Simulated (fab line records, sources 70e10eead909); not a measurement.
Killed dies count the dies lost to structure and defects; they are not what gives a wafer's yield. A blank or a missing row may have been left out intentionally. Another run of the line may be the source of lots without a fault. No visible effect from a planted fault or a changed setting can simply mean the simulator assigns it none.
Comparing a struck lot with a sound one | flow nand-harc | 14 steps out of a route of 1159
Sound: the wafers L818.3, L818.5, L818.6. The struck wafers were L812.2, L812.3, L812.6. The cause is named last.
Each step with rows lists, per side, the tool, then ch with its chambers, then its first start. Under that, the readings that differ: sound wafers | struck wafers | difference of the means | sigmas: that difference in standard deviations of wafers without a fault.
alike: a reading whose means differ by less than 2 such deviations, as well as words and numbers matching on both sides. not compared: withheld readings; readings where some wafer has no value; bounds like >300 that might hide an equal value; numbers whose values overlap and for which the record gives no deviation.
A row with sigmas, a row that says differs or no value, or rows on one side alone: a step with any of these is where the two part. Non-overlapping numbers with no deviation appear without sigmas and do not part them. A reading that every wafer of one side lacks parts them only if that side has two wafers or more.

NHARC_P_M2_PRE_CLEAN_32: time 12 s.
  sound on pecvd-01 ch 0,1, day 9 13:52; struck on pecvd-01 ch 0,1,2, day 8 03:08
  alike: heater-power-w
  not compared: since-wet-clean-h
NHARC_P_M2_DEP_33: deposits SiCN, target thk 30 nm.
  sound on pecvd-01 ch 0,1, day 9 14:04; struck on pecvd-01 ch 0,1,2, day 8 03:13
  alike: heater-power-w
  not compared: since-wet-clean-h
NHARC_P_BONDPAD_DEP_00: deposits SiCN, target thk 250 nm.
  sound on pecvd-03 ch 0,1,2, day 9 14:29; struck on pecvd-03 ch 0,2, day 8 03:38
  alike: heater-power-w
  not compared: since-wet-clean-h
NHARC_P_BONDPAD_CMP_32: polishes SiCN, target thk 200 nm.
  sound on cmp-01 ch 1,2,3, day 9 15:05; struck on cmp-03 ch 2,3, day 8 04:02
  alike: motor-current-A
  not compared: pad-life-wafers
NHARC_P_BONDPAD_THK_MEAS_33: measures by ellipsometry.
  sound on film-metro-02 at day 9 15:17; struck on film-metro-02 at day 8 04:17
  alike: thk-nm
then, 7 steps without rows for these wafers: NHARC_P_BONDPAD_SRD_34; NHARC_P_BONDPAD_DEHYDRATE_01 (time 120 s); NHARC_P_BONDPAD_HMDS_02 (time 30 s); NHARC_P_BONDPAD_COAT_36 (time 65 s); NHARC_P_BONDPAD_COAT_03 (resist thk 600 nm); NHARC_P_BONDPAD_SOFTBAKE_04 (time 70 s); NHARC_P_BONDPAD_EBR_05.
NHARC_P_BONDPAD_EXPOSE_06: exposes mask P BPAD.
  sound on krf-scanner-01 ch 0, day 9 15:43; struck on krf-scanner-01, day 8 04:44
  no value came back on the struck wafers for exposure-dose-mJ-cm2, focus-offset-nm (nm); on the sound wafers exposure-dose-mJ-cm2 reads 37.04 37.06 37.04
  alike: mask
then, 1 step without rows for these wafers: NHARC_P_BONDPAD_PEB_07 (peb time 80 s).

WHERE THEY PART
At NHARC_P_BONDPAD_EXPOSE_06 and nowhere else, as far as this record goes.

WHY: what had been put in by the simulator
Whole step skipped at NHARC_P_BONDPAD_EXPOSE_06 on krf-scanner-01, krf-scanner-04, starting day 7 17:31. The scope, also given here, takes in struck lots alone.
